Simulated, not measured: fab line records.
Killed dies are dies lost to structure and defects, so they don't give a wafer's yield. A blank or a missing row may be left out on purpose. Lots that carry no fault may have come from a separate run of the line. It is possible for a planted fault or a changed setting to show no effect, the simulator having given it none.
fab line records	flow n5-finfet
[record] lots = 6	wafers = 17	last-day = 17
route steps=1938 shown BEOL_M0_SAQP@686 BEOL_M4@1111 PASSIVATION@1936
lots that met no fault: from a run of the same line without faults
start-h: the number of hours between the record's first day and the start of the first shown wafer of the lot	wait-h: how many hours have passed since the lot's step before this one	" unchanged from the row above	L1.1+2: a row that stands for several wafers	- no value present, or no start provided	* or withheld: withheld	< > ~ a bound
route shown NAME@n: NAME is a module with steps in the file, n the number in the route of the first one	usual: mean/standard deviation of fault-free wafers	same: alike in all rows	chamber/n: place in a boat	sites: the reading at each site	_std_site: standard deviation of those values	_edge_site: the outer-site mean with the inner-site mean subtracted	radius-mm: for every site, how far away it sits from the centre of the wafer	mask NAME#n: copy n	behind: tool/chamber where the wafer was last shaped	hold: reason for holding the lot/hours on hold/outcome of the hold	device: names the non-switching transistor (n, p or np)	end of line: at the end of the route, the tests of the same wafers	a step with no rows: only its recipe	killed: count of dies lost to structure and defects at first sort (not the wafer's yield)	map: a wafer's dies, marking killed ones x, the rest . and places with no die _
set.NAME: the setting that was run; set.NAME@STEP: the one run at that earlier step	model.NAME: the simulator's own value behind a step, which no gauge read
lots seen at some steps along the route; tables by step, rows by wafer
services: the hour from which a tool's chamber was out of use, counted from the record's first day as start-h (under 0 if before that day), plus the number of hours and why
[[steps]]
[step N5_BEOL_M0_SAQP_EXPOSE_37]
[recipe] mask-id = M0_CUT1	na = 0.33	source-shape = annular	sigma-inner = 0.35	sigma-outer = 0.8	polarization = unpolarized	target-cd-nm = 30	dose-mj = 44.75
[step N5_BEOL_M0_SAQP_PEB_38]
[recipe] peb-temp-c = 100	peb-time-s = 60	resist = CAR-EUV
[step N5_BEOL_M0_SAQP_DEVELOP_39]
[recipe] develop-time-s = 30	developer = TMAH	resist = CAR-EUV	rinse-liquid = surfactant-rinse	dry = air-spin	dev-temp-c = 23
[step N5_BEOL_M0_SAQP_CD_MEAS_40]
[recipe] target-cd-nm = 30	landing-energy-ev = 500	detector = se-inlens
[usual] cd-nm = 29.95/0.29
lot.wafer	tool	chamber	start-h	wait-h	cd-nm
L585.1	cd-sem-01	0	135.23	-	29.97
L585.4	"	0	"	"	29.93
L585.5	"	0	"	"	29.53
L590.2	cd-sem-02	0	162.11	-	29.76
L590.6	"	0	"	"	29.77
L596.4	cd-sem-03	0	201.70	-	29.90
L596.5	"	0	"	"	29.46
L596.6	"	0	"	"	29.82
L597.2	cd-sem-02	0	206.01	-	30.25
L597.4	"	0	"	"	30.08
L597.6	"	0	"	"	29.87
L603.1	cd-sem-02	0	242.79	-	30.25
L603.2	"	0	"	"	30.71
L603.3	"	0	"	"	30.31
L604.1	cd-sem-03	0	250.36	-	30.09
L604.3	"	0	"	"	29.93
L604.5	"	0	"	"	29.23
[step N5_BEOL_M0_SAQP_OVL_MEAS_41]
[recipe] points-per-wafer = 522
[usual] M0_CUT1_OVL = 0.3/0.74
lot.wafer	tool	chamber	start-h	wait-h	M0_CUT1_OVL[nm]
L585.1	overlay-01	0	135.26	0.0	0.6
L585.4	"	0	"	"	0.3
L585.5	"	0	"	"	1.8
L590.2	overlay-02	0	162.14	0.0	0.7
L590.6	"	0	"	"	-0.2
L596.4	overlay-02	0	201.74	0.0	-0.2
L596.5	"	0	"	"	0.6
L596.6	"	0	"	"	-0.5
L597.2	overlay-01	0	206.05	0.0	0.9
L597.4	"	0	"	"	1.0
L597.6	"	0	"	"	-0.6
L603.1	overlay-01	0	242.82	0.0	-0.4
L603.2	"	0	"	"	1.1
L603.3	"	0	"	"	0.3
L604.1	overlay-02	0	250.39	0.0	0.7
L604.3	"	0	"	"	1.0
L604.5	"	0	"	"	0.3
[step N5_BEOL_M0_SAQP_INSPECT_42]
[recipe] mode = adi	inspect-instrument = brightfield
[usual] raw-defect-count = 266/72
lot.wafer	tool	chamber	start-h	wait-h	raw-defect-count
L585.1	defect-inspect-02	-	135.32	0.1	224
L585.4	"	-	"	"	349
L585.5	"	-	"	"	287
L590.2	defect-inspect-02	-	162.20	0.0	243
L590.6	"	-	"	"	254
L596.4	defect-inspect-01	-	201.78	0.0	260
L596.5	"	-	"	"	147
L596.6	"	-	"	"	311
L597.2	defect-inspect-01	-	206.10	0.0	312
L597.4	"	-	"	"	330
L597.6	"	-	"	"	229
L603.1	defect-inspect-02	-	242.87	0.1	162
L603.2	"	-	"	"	171
L603.3	"	-	"	"	244
L604.1	defect-inspect-02	-	250.45	0.1	302
L604.3	"	-	"	"	397
L604.5	"	-	"	"	279
[step N5_BEOL_M0_SAQP_DESCUM_45]
[recipe] chemistry = O2	time-s = 7	source-power-w = 50	bias-power-w = 20	pressure-mtorr = 20	rf-frequency-hz = 2.712e+07	temp-c = 40	resist = CAR-EUV	o2-flow-sccm = 225
[usual] drypump-motor-current-A = 5.5/0.58	oes-product-au = 0.79/0.088	rf-vpp-V = 242.8/1.7	showerhead-plenum-p-Torr = 2.08/0.09	throttle-valve-pct = 20.49/0.25
lot.wafer	tool	chamber	start-h	wait-h	drypump-motor-current-A	oes-product-au	rf-hours-counter-h	rf-vpp-V	showerhead-plenum-p-Torr	throttle-valve-pct
L585.1	rie-diel-06	3	135.35	0.0	4.7	0.86	77	242.1	2.11	20.42
L585.4	"	1	"	"	5.4	0.80	83	246.0	2.19	20.16
L585.5	"	3	"	"	4.7	0.86	-	243.0	2.11	20.43
L590.2	rie-diel-03	2	162.27	0.1	5.2	0.88	37	242.8	2.05	20.53
L590.6	"	1	"	"	5.0	0.91	-	244.9	2.22	20.11
L596.4	rie-diel-03	2	201.99	0.2	5.3	0.86	-	242.3	2.05	20.57
L596.5	"	1	"	"	5.1	0.88	-	245.1	2.22	20.14
L596.6	"	3	"	"	6.5	0.69	-	240.8	1.98	20.59
L597.2	rie-diel-03	1	206.14	0.0	5.1	0.87	38	246.3	2.22	20.14
L597.4	"	2	"	"	5.3	0.85	-	242.5	2.05	20.58
L597.6	"	1	"	"	5.0	0.88	-	246.5	2.22	20.15
L603.1	rie-diel-06	3	243.02	0.1	4.7	0.82	111	245.1	2.10	20.47
L603.2	"	1	"	"	5.4	0.77	115	244.9	2.18	20.21
L603.3	"	0	"	"	6.2	0.69	237	240.6	1.96	20.81
L604.1	rie-diel-06	1	250.48	0.0	5.4	0.77	118	245.2	2.18	20.21
L604.3	"	0	"	"	6.3	0.70	239	242.1	1.96	20.80
L604.5	"	1	"	"	5.4	0.77	-	245.9	2.18	20.20
[step N5_BEOL_M0_SAQP_ETCH_88]
[recipe] chemistry = N2/H2	target = underlayer	target-depth-a = 65	time-s = 5.2	ion-energy-ev = 200	mask-material = CAR-EUV	pressure-mtorr = 30	source-w = 840	bias-w = 150	n2-flow-sccm = 200	h2-flow-sccm = 200	ends = cleared
[usual] drypump-motor-current-A = 5.5/0.58	etch-rf-on-time-s = 5.32/0.17	oes-product-au = 0.67/0.072	rf-vpp-V = 523/3.3	showerhead-plenum-p-Torr = 2.53/0.11	throttle-valve-pct = 17.87/0.26
lot.wafer	tool	chamber	start-h	wait-h	drypump-motor-current-A	etch-rf-on-time-s	oes-product-au	rf-hours-counter-h	rf-vpp-V	showerhead-plenum-p-Torr	throttle-valve-pct
L585.1	rie-diel-06	3	135.39	0.0	4.7	5.02	0.74	77	525	2.56	17.75
L585.4	"	1	"	"	5.4	4.95	0.71	83	529	2.65	17.43
L585.5	"	3	"	"	4.7	5.00	0.73	-	526	2.56	17.79
L590.2	rie-diel-03	2	162.30	0.0	5.3	5.35	0.73	37	522	2.48	17.79
L590.6	"	1	"	"	5.0	5.32	0.75	-	527	2.72	17.60
L596.4	rie-diel-03	2	202.02	0.0	5.3	5.30	0.71	-	520	2.47	17.80
L596.5	"	1	"	"	5.0	5.25	0.74	-	528	2.71	17.63
L596.6	"	3	"	"	6.5	5.39	0.58	-	519	2.40	17.86
L597.2	rie-diel-03	1	206.17	0.0	5.1	5.32	0.73	38	528	2.71	17.65
L597.4	"	2	"	"	5.2	5.32	0.71	-	519	2.47	17.85
L597.6	"	1	"	"	5.1	5.33	0.74	-	528	2.71	17.66
L603.1	rie-diel-06	3	243.05	0.0	4.7	5.02	0.70	111	525	2.55	17.82
L603.2	"	1	"	"	5.4	5.00	0.67	115	526	2.64	17.51
L603.3	"	0	"	"	6.3	5.16	0.60	237	522	2.42	18.42
L604.1	rie-diel-06	1	250.52	0.0	5.4	5.05	0.66	118	528	2.64	17.50
L604.3	"	0	"	"	6.3	5.13	0.61	239	521	2.42	18.43
L604.5	"	1	"	"	5.4	5.03	0.68	-	526	2.64	17.49
[step N5_BEOL_M0_SAQP_ETCH_73]
[recipe] chemistry = CF4	target = SiARC	target-depth-a = 195	mask-material = CAR-EUV	time-s = 32.5	ion-energy-ev = 80	pressure-mtorr = 40	source-w = 545	bias-w = 36	Ar_flow_sccm = 100	cf4-flow-sccm = 100	ends = cleared
[usual] drypump-motor-current-A = 5.5/0.58	etch-rf-on-time-s = 33.0/0.92	oes-product-au = 0.67/0.073	rf-vpp-V = 183.8/1.4	showerhead-plenum-p-Torr = 2.13/0.091	throttle-valve-pct = 15.67/0.26
lot.wafer	tool	chamber	start-h	wait-h	drypump-motor-current-A	etch-rf-on-time-s	oes-product-au	rf-hours-counter-h	rf-vpp-V	showerhead-plenum-p-Torr	throttle-valve-pct
L585.1	rie-diel-06	3	135.40	0.0	4.7	31.4	0.73	77	184.1	2.15	15.57
L585.4	"	1	"	"	5.4	30.8	0.71	83	186.9	2.27	15.52
L585.5	"	3	"	"	4.7	31.4	0.73	-	184.3	2.15	15.55
L590.2	rie-diel-03	2	162.32	0.0	5.3	32.9	0.74	37	182.4	2.08	15.57
L590.6	"	1	"	"	5.0	32.7	0.76	-	183.9	2.27	15.28
L596.4	rie-diel-03	2	202.04	0.0	5.2	33.0	0.72	-	183.6	2.08	15.61
L596.5	"	1	"	"	5.0	32.7	0.74	-	184.7	2.27	15.31
L596.6	"	3	"	"	6.5	33.3	0.58	-	182.0	2.03	15.75
L597.2	rie-diel-03	1	206.19	0.0	5.1	32.7	0.74	38	185.4	2.27	15.30
L597.4	"	2	"	"	5.3	32.9	0.72	-	184.1	2.07	15.60
L597.6	"	1	"	"	5.0	32.8	0.74	-	186.9	2.27	15.30
L603.1	rie-diel-06	3	243.07	0.0	4.7	31.8	0.70	111	183.4	2.13	15.63
L603.2	"	1	"	"	5.4	31.3	0.69	115	185.5	2.26	15.59
L603.3	"	0	"	"	6.3	32.9	0.60	237	183.1	2.04	16.17
L604.1	rie-diel-06	1	250.54	0.0	5.4	31.4	0.68	118	184.9	2.26	15.58
L604.3	"	0	"	"	6.2	32.8	0.60	239	181.9	2.04	16.19
L604.5	"	1	"	"	5.4	31.6	0.67	-	183.3	2.26	15.58
[step N5_BEOL_M0_SAQP_CUT_ETCH_46]
[recipe] chemistry = N2/H2	target = SOC	target-depth-a = 1350	overetch-a = 270	temp-c = 40	time-s = 202.5	ion-energy-ev = 200	mask-material = SiARC	pressure-mtorr = 30	source-w = 840	bias-w = 150	n2-flow-sccm = 200	h2-flow-sccm = 200
[usual] drypump-motor-current-A = 5.5/0.58	rf-vpp-V = 524/3.1	showerhead-plenum-p-Torr = 2.53/0.11	throttle-valve-pct = 17.82/0.26
lot.wafer	tool	chamber	start-h	wait-h	drypump-motor-current-A	rf-hours-counter-h	rf-vpp-V	showerhead-plenum-p-Torr	throttle-valve-pct
L585.1	rie-diel-06	3	135.44	0.0	4.8	77	524	2.56	17.71
L585.4	"	1	"	"	5.4	83	527	2.65	17.39
L585.5	"	3	"	"	4.8	-	525	2.56	17.71
L590.2	rie-diel-03	2	162.35	0.0	5.3	37	522	2.48	17.76
L590.6	"	1	"	"	5.1	-	527	2.72	17.55
L596.4	rie-diel-03	2	202.14	0.1	5.3	-	521	2.47	17.77
L596.5	"	1	"	"	5.1	-	530	2.71	17.59
L596.6	"	3	"	"	6.4	-	519	2.40	17.83
L597.2	rie-diel-03	1	206.22	0.0	5.1	38	529	2.71	17.58
L597.4	"	2	"	"	5.3	-	522	2.47	17.79
L597.6	"	1	"	"	5.0	-	528	2.71	17.58
L603.1	rie-diel-06	3	243.10	0.0	4.7	111	524	2.55	17.76
L603.2	"	1	"	"	5.4	115	527	2.64	17.45
L603.3	"	0	"	"	6.3	237	519	2.42	18.39
L604.1	rie-diel-06	1	250.57	0.0	5.4	118	527	2.64	17.48
L604.3	"	0	"	"	6.3	240	519	2.42	18.39
L604.5	"	1	"	"	5.4	-	528	2.64	17.46
[step N5_BEOL_M0_SAQP_STRIP_74]
[recipe] chemistry = N2/H2	temp-c = 40	n2-flow-sccm = 200	h2-flow-sccm = 200	rf-frequency-hz = 6e+07
[step N5_BEOL_M0_SAQP_STRIP_89]
[recipe] chemistry = N2/H2	temp-c = 40	n2-flow-sccm = 200	h2-flow-sccm = 200	rf-frequency-hz = 6e+07
[step N5_BEOL_M0_SAQP_ALD_48]
[recipe] material = SiO2	target-thk-a = 200	temp-c = 100	ald-precursor-family = BDEAS	ald-co-reactant = O2-plasma	pulse-time-s = 1	co-reactant-pulse-time-s = 1	purge-time-s = 2	co-reactant-purge-time-s = 2	ald-cycles = 139	pressure-torr = 2
[usual] ald-cycles = 139/0	chamber-pressure-Torr = 2.000/0.0041	heater-power-w = 78/7.5	precursor-pulse-height-rel = 1.000/0.02	purge-time-s = 2/0
lot.wafer	tool	chamber	start-h	wait-h	ald-cycles	chamber-pressure-Torr	heater-power-w	precursor-pulse-height-rel	purge-time-s
L585.1	ald-sin-02	2	135.64	0.0	139	2.003	80	0.989	2
L585.4	"	0	"	"	139	1.999	76	1.015	2
L585.5	"	1	"	"	139	1.999	74	0.991	2
L590.2	ald-sin-01	1	162.55	0.0	139	2.006	68	0.968	2
L590.6	"	1	"	"	139	2.007	67	0.964	2
L596.4	ald-sin-03	3	202.26	0.0	-	-	-	-	-
L596.5	"	1	"	"	-	-	-	-	-
L596.6	"	2	"	"	-	-	-	-	-
L597.2	ald-sin-01	0	206.42	0.0	-	-	-	-	-
L597.4	"	2	"	"	-	-	-	-	-
L597.6	"	1	"	"	-	-	-	-	-
L603.1	ald-sin-01	2	243.34	0.1	139	2.002	77	1.013	2
L603.2	"	0	"	"	139	2.006	78	1.045	2
L603.3	"	3	"	"	139	2.002	87	0.998	2
L604.1	ald-sin-03	0	250.77	0.0	139	1.992	79	1.007	2
L604.3	"	1	"	"	139	2.000	96	1.017	2
L604.5	"	3	"	"	139	2.001	68	0.974	2
[step N5_BEOL_M0_SAQP_ETCH_49]
[recipe] chemistry = CF4/O2	target-depth-a = 370	target = SiO2	pressure-mtorr = 40	source-w = 535	bias-w = 49	Ar_flow_sccm = 100	cf4-flow-sccm = 100	O2_flow_sccm = 10	ion-energy-ev = 100
[usual] drypump-motor-current-A = 5.5/0.54	oes-product-au = 0.78/0.086	rf-vpp-V = 237/5	showerhead-plenum-p-Torr = 2.19/0.088	throttle-valve-pct = 15.96/0.27
lot.wafer	tool	chamber	start-h	wait-h	drypump-motor-current-A	oes-product-au	rf-hours-counter-h	rf-vpp-V	showerhead-plenum-p-Torr	throttle-valve-pct
L585.1	rie-diel-03	1	136.16	0.3	5.0	0.94	13	235	2.34	15.51
L585.4	"	3	"	"	6.5	0.71	220	231	2.10	15.95
L585.5	"	2	"	"	5.3	0.89	-	241	2.15	15.80
L590.2	rie-diel-06	3	163.08	0.3	4.8	0.85	88	236	2.21	15.83
L590.6	"	0	"	"	6.2	0.71	-	243	2.10	16.37
L596.4	rie-diel-06	2	202.79	0.3	4.7	0.70	234	235	2.19	16.23
L596.5	"	1	"	"	5.4	0.80	-	235	2.33	15.80
L596.6	"	0	"	"	6.2	0.71	-	245	2.10	16.40
L597.2	rie-diel-06	0	207.05	0.4	6.2	0.71	227	245	2.10	16.40
L597.4	"	2	"	"	4.7	0.70	235	235	2.19	16.23
L597.6	"	3	"	"	4.7	0.84	-	236	2.20	15.84
L603.1	rie-diel-06	1	243.89	0.3	5.4	0.78	116	235	2.32	15.81
L603.2	"	0	"	"	6.2	0.69	238	246	2.10	16.40
L603.3	"	2	"	"	4.7	0.68	246	234	2.18	16.24
L604.1	rie-diel-02	3	251.32	0.3	6.0	0.94	23	245	2.26	15.57
L604.3	"	0	"	"	5.7	0.73	162	241	2.05	16.22
L604.5	"	2	"	"	5.6	0.81	-	233	2.13	15.81
[step N5_BEOL_M4_RC_MEAS_101]
[usual] DIBL_N = 36.0/1.9	DIBL_P = 35.6/2.4	IOFF_N = 0.16/0.036	IOFF_P = 0.21/0.04	ION_N = 673/14	ION_P = 460/8.9	SS_N = 71.5/0.67	SS_P = 73.2/0.73	VT_N = 249/3.6	VT_P = -250/3.7
lot.wafer	tool	chamber	start-h	wait-h	DIBL_N[mV/V]	DIBL_P[mV/V]	IOFF_N[nA/um]	IOFF_P[nA/um]	ION_N[uA/um]	ION_P[uA/um]	SS_N[mV/dec]	SS_P[mV/dec]	VT_N[mV]	VT_P[mV]
L585.1	prober-01	0	183.95	0.0	35.3	34.3	0.17	0.19	688	465	71.4	73.9	249	-250
L585.4	"	0	"	"	34.6	34.1	0.16	0.19	684	458	71.0	73.2	248	-251
L585.5	"	0	"	"	35.6	35.2	0.18	0.21	688	466	71.3	73.6	247	-249
L590.2	prober-01	0	218.58	0.2	35.6	34.3	0.15	0.20	684	475	71.3	73.2	248	-247
L590.6	"	0	"	"	36.9	34.6	0.17	0.21	656	452	72.3	73.4	250	-250
L603.1	prober-02	0	295.32	0.0	35.4	34.4	0.13	0.17	665	453	70.9	73.5	251	-258
L603.2	"	0	"	"	36.1	33.8	0.15	0.16	679	454	71.1	73.4	249	-256
L603.3	"	0	"	"	39.4	37.8	0.21	0.21	674	450	71.9	74.6	245	-250
L604.1	prober-02	0	310.68	0.0	34.0	34.4	0.13	0.17	649	448	71.5	72.5	251	-253
L604.3	"	0	"	"	36.0	36.3	0.16	0.20	671	458	72.0	73.4	252	-252
L604.5	"	0	"	"	36.9	38.4	0.19	0.22	675	455	72.1	73.6	245	-251
[step N5_PASSIVATION_PROBE_49]
[usual] defect-limited-yield = 91.2/1.4	killed_at_M0_to_M3 = 32/9.3	killed_at_M4_up = 14/4.9	killed-at-contacts = 15/7.5	killed-at-front-end = 40/11	killed-at-other = 4/3.3	killed-dies = 104/17	killed-on-rim = 13/4.2	killed-open = 68/14	killed-short = 33/7.9	sort_bin_5_function = 5.2/0.99	sort_bin_6_memory = 3.2/0.65	sort-n-pass = 1076/17	sort-yield-pct = 91.1/1.5
[same] gross-dies = 1180	killed-at-back-side = 0	sort_bin_4_leakage[%] = 0	sort_bin_8_speed[%] = 0
lot.wafer	tool	chamber	start-h	wait-h	defect-limited-yield[%]	killed_at_M0_to_M3	killed_at_M4_up	killed-at-contacts	killed-at-front-end	killed-at-other	killed-dies	killed-on-rim	killed-open	killed-short	sort_bin_5_function[%]	sort_bin_6_memory[%]	sort-n-pass	sort-yield-pct[%]
L596.4	prober-01	-	344.06	0.2	0	1167	3	1	8	1	1180	152	13	3	75.7	3.1	0	0
L596.5	prober-01	-	344.11	0.2	0	1161	2	2	12	3	1180	152	10	13	73.1	3.6	0	0
L596.6	prober-01	-	344.16	0.3	0	1166	0	4	9	1	1180	152	9	9	74.8	3.1	0	0
L597.2	prober-02	-	363.30	0.1	0	1165	3	2	9	1	1180	152	16	6	73.2	2.6	0	0
L597.4	prober-02	-	363.40	0.2	0	1172	2	3	3	0	1180	152	8	4	71.0	4.2	0	0
L597.6	prober-02	-	363.50	0.3	0	1171	0	2	5	2	1180	152	6	7	73.5	2.9	0	0
// killed by level:class
L596.4 BEOL_M0_SAQP:lost-pattern=1158 BEOL_M0_SAQP:area-ald=4 FIN_SAQP:geometric-particle:open=3 BEOL_M2:geometric-particle:open=3 DUMMY_GATE:geometric-particle:short=2 STI_FIN_REVEAL:geometric-particle:open=1 DUMMY_GATE:geometric-particle:open=1 GATE_CUT:geometric-particle:open=1
L596.5 BEOL_M0_SAQP:lost-pattern=1144 BEOL_M0_SAQP:area-ald=11 FIN_SAQP:geometric-particle:short=5 STI_FIN_REVEAL:geometric-particle:open=2 ILD0:geometric-particle:short=2 BEOL_M3:geometric-particle:open=2 DUMMY_GATE:geometric-particle:short=1 GATE_CUT:geometric-particle:open=1
L596.6 BEOL_M0_SAQP:lost-pattern=1153 BEOL_M0_SAQP:area-ald=8 BEOL_M0_SAQP:geometric-particle:short=4 FIN_SAQP:geometric-particle:open=3 MOL_CONTACT_COAG:geometric-particle:open=3 STI_FIN_REVEAL:geometric-particle:open=2 FIN_SAQP:geometric-particle:short=1 STI_FIN_REVEAL:geometric-particle:short=1
L597.2 BEOL_M0_SAQP:lost-pattern=1152 STI_FIN_REVEAL:geometric-particle:open=5 BEOL_M0_SAQP:area-ald=5 BEOL_M3:geometric-particle:open=3 GATE_CUT:geometric-particle:short=2 MOL_CONTACT_COAG:geometric-particle:open=2 BEOL_M2:geometric-particle:open=2 BEOL_M4:geometric-particle:open=2
L597.4 BEOL_M0_SAQP:lost-pattern=1163 BEOL_M0_SAQP:area-ald=5 MOL_CONTACT_COAG:geometric-particle:open=3 STI_FIN_REVEAL:geometric-particle:open=1 DUMMY_GATE:geometric-particle:open=1 GATE_CUT:geometric-particle:short=1 BEOL_M0_SAQP:geometric-particle:short=1 BEOL_M1:geometric-particle:open=1
L597.6 BEOL_M0_SAQP:lost-pattern=1166 FIN_SAQP:geometric-particle:open=1 FIN_CUT:geometric-particle:open=1 STI_FIN_REVEAL:geometric-particle:short=1 STI_FIN_REVEAL:geometric-particle:open=1 GATE_CUT:geometric-particle:short=1 MOL_CONTACT_COAG:geometric-particle:open=1 MOL_CONTACT_COAG:geometric-particle:short=1
// map L596.4 (x killed, . not)
_________________xxxxxxxxxxxx________________
______________xxxxxxxxxxxxxxxxxx_____________
___________xxxxxxxxxxxxxxxxxxxxxxxx__________
__________xxxxxxxxxxxxxxxxxxxxxxxxxx_________
________xxxxxxxxxxxxxxxxxxxxxxxxxxxxxx_______
_______xxxxxxxxxxxxxxxxxxxxxxxxxxxxxxxx______
______xxxxxxxxxxxxxxxxxxxxxxxxxxxxxxxxxx_____
_____xxxxxxxxxxxxxxxxxxxxxxxxxxxxxxxxxxxx____
____xxxxxxxxxxxxxxxxxxxxxxxxxxxxxxxxxxxxxx___
___xxxxxxxxxxxxxxxxxxxxxxxxxxxxxxxxxxxxxxxx__
___xxxxxxxxxxxxxxxxxxxxxxxxxxxxxxxxxxxxxxxx__
__xxxxxxxxxxxxxxxxxxxxxxxxxxxxxxxxxxxxxxxxxx_
__xxxxxxxxxxxxxxxxxxxxxxxxxxxxxxxxxxxxxxxxxx_
_xxxxxxxxxxxxxxxxxxxxxxxxxxxxxxxxxxxxxxxxxxxx
_xxxxxxxxxxxxxxxxxxxxxxxxxxxxxxxxxxxxxxxxxxxx
_xxxxxxxxxxxxxxxxxxxxxxxxxxxxxxxxxxxxxxxxxxxx
_xxxxxxxxxxxxxxxxxxxxxxxxxxxxxxxxxxxxxxxxxxxx
_xxxxxxxxxxxxxxxxxxxxxxxxxxxxxxxxxxxxxxxxxxxx
_xxxxxxxxxxxxxxxxxxxxxxxxxxxxxxxxxxxxxxxxxxxx
_xxxxxxxxxxxxxxxxxxxxxxxxxxxxxxxxxxxxxxxxxxxx
_xxxxxxxxxxxxxxxxxxxxxxxxxxxxxxxxxxxxxxxxxxxx
__xxxxxxxxxxxxxxxxxxxxxxxxxxxxxxxxxxxxxxxxxx_
__xxxxxxxxxxxxxxxxxxxxxxxxxxxxxxxxxxxxxxxxxx_
___xxxxxxxxxxxxxxxxxxxxxxxxxxxxxxxxxxxxxxxx__
___xxxxxxxxxxxxxxxxxxxxxxxxxxxxxxxxxxxxxxxx__
____xxxxxxxxxxxxxxxxxxxxxxxxxxxxxxxxxxxxxx___
_____xxxxxxxxxxxxxxxxxxxxxxxxxxxxxxxxxxxx____
______xxxxxxxxxxxxxxxxxxxxxxxxxxxxxxxxxx_____
_______xxxxxxxxxxxxxxxxxxxxxxxxxxxxxxxx______
________xxxxxxxxxxxxxxxxxxxxxxxxxxxxxx_______
__________xxxxxxxxxxxxxxxxxxxxxxxxxx_________
___________xxxxxxxxxxxxxxxxxxxxxxxx__________
______________xxxxxxxxxxxxxxxxxx_____________
_________________xxxxxxxxxxxx________________
// map L597.2 (x killed, . not)
_________________xxxxxxxxxxxx________________
______________xxxxxxxxxxxxxxxxxx_____________
___________xxxxxxxxxxxxxxxxxxxxxxxx__________
__________xxxxxxxxxxxxxxxxxxxxxxxxxx_________
________xxxxxxxxxxxxxxxxxxxxxxxxxxxxxx_______
_______xxxxxxxxxxxxxxxxxxxxxxxxxxxxxxxx______
______xxxxxxxxxxxxxxxxxxxxxxxxxxxxxxxxxx_____
_____xxxxxxxxxxxxxxxxxxxxxxxxxxxxxxxxxxxx____
____xxxxxxxxxxxxxxxxxxxxxxxxxxxxxxxxxxxxxx___
___xxxxxxxxxxxxxxxxxxxxxxxxxxxxxxxxxxxxxxxx__
___xxxxxxxxxxxxxxxxxxxxxxxxxxxxxxxxxxxxxxxx__
__xxxxxxxxxxxxxxxxxxxxxxxxxxxxxxxxxxxxxxxxxx_
__xxxxxxxxxxxxxxxxxxxxxxxxxxxxxxxxxxxxxxxxxx_
_xxxxxxxxxxxxxxxxxxxxxxxxxxxxxxxxxxxxxxxxxxxx
_xxxxxxxxxxxxxxxxxxxxxxxxxxxxxxxxxxxxxxxxxxxx
_xxxxxxxxxxxxxxxxxxxxxxxxxxxxxxxxxxxxxxxxxxxx
_xxxxxxxxxxxxxxxxxxxxxxxxxxxxxxxxxxxxxxxxxxxx
_xxxxxxxxxxxxxxxxxxxxxxxxxxxxxxxxxxxxxxxxxxxx
_xxxxxxxxxxxxxxxxxxxxxxxxxxxxxxxxxxxxxxxxxxxx
_xxxxxxxxxxxxxxxxxxxxxxxxxxxxxxxxxxxxxxxxxxxx
_xxxxxxxxxxxxxxxxxxxxxxxxxxxxxxxxxxxxxxxxxxxx
__xxxxxxxxxxxxxxxxxxxxxxxxxxxxxxxxxxxxxxxxxx_
__xxxxxxxxxxxxxxxxxxxxxxxxxxxxxxxxxxxxxxxxxx_
___xxxxxxxxxxxxxxxxxxxxxxxxxxxxxxxxxxxxxxxx__
___xxxxxxxxxxxxxxxxxxxxxxxxxxxxxxxxxxxxxxxx__
____xxxxxxxxxxxxxxxxxxxxxxxxxxxxxxxxxxxxxx___
_____xxxxxxxxxxxxxxxxxxxxxxxxxxxxxxxxxxxx____
______xxxxxxxxxxxxxxxxxxxxxxxxxxxxxxxxxx_____
_______xxxxxxxxxxxxxxxxxxxxxxxxxxxxxxxx______
________xxxxxxxxxxxxxxxxxxxxxxxxxxxxxx_______
__________xxxxxxxxxxxxxxxxxxxxxxxxxx_________
___________xxxxxxxxxxxxxxxxxxxxxxxx__________
______________xxxxxxxxxxxxxxxxxx_____________
_________________xxxxxxxxxxxx________________
[[services]]
tool	chamber	start-h	hours	kind
rie-diel-03	0	115.96	8.9	repair
ald-sin-03	0	149.07	8.7	repair
rie-diel-02	3	159.07	-	clean
rie-diel-02	3	159.07	-	consumable-replace:focus-ring
rie-diel-02	3	159.07	16.3	scheduled-down
rie-diel-02	3	159.07	16.3	vent-cycle
rie-diel-06	0	163.38	9.6	repair
ald-sin-03	-	164.77	4.3	pm
ald-sin-03	-	176.75	14.0	pm
ald-sin-03	0	176.75	14.0	vent-cycle
ald-sin-03	1	176.75	14.0	vent-cycle
ald-sin-03	2	176.75	14.0	vent-cycle
ald-sin-03	3	176.75	14.0	vent-cycle
ald-sin-03	0	190.75	-	clean
ald-sin-03	1	190.75	-	clean
ald-sin-03	2	190.75	-	clean
ald-sin-03	3	190.75	-	clean
ald-sin-01	-	199.61	1.2	repair
ald-sin-02	-	231.00	0.8	repair
rie-diel-02	1	245.26	-	clean
rie-diel-02	1	245.26	-	consumable-replace:focus-ring
rie-diel-02	1	245.26	17.8	scheduled-down
rie-diel-02	1	245.26	17.8	vent-cycle
[[key]]
[first-sign] step = N5_BEOL_M0_SAQP_ALD_48	reading = tool-record	direction = missing
[effect] step = N5_PASSIVATION_PROBE_49	reading = killed_at_M0_to_M3	direction = up	sigmas = 99+	usual = 32	struck = 1167
met-at N5_BEOL_M0_SAQP_ALD_48
struck-wafers L596.4,L596.5,L596.6,L597.2,L597.4,L597.6
later-rows-left-out L596.4,L596.5,L596.6,L597.2,L597.4,L597.6
onset-between 162.55 202.26
[fault] kind = skipped-step-whole	tool = ald-sin-01,ald-sin-03	chamber = -	onset-h = 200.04	steps = N5_BEOL_M0_SAQP_ALD_48	scope = struck-lots-only
// later-rows-left-out: the simulator's readings of these wafers behind a module that went badly wrong aren't trusted and aren't shown, but for the sort
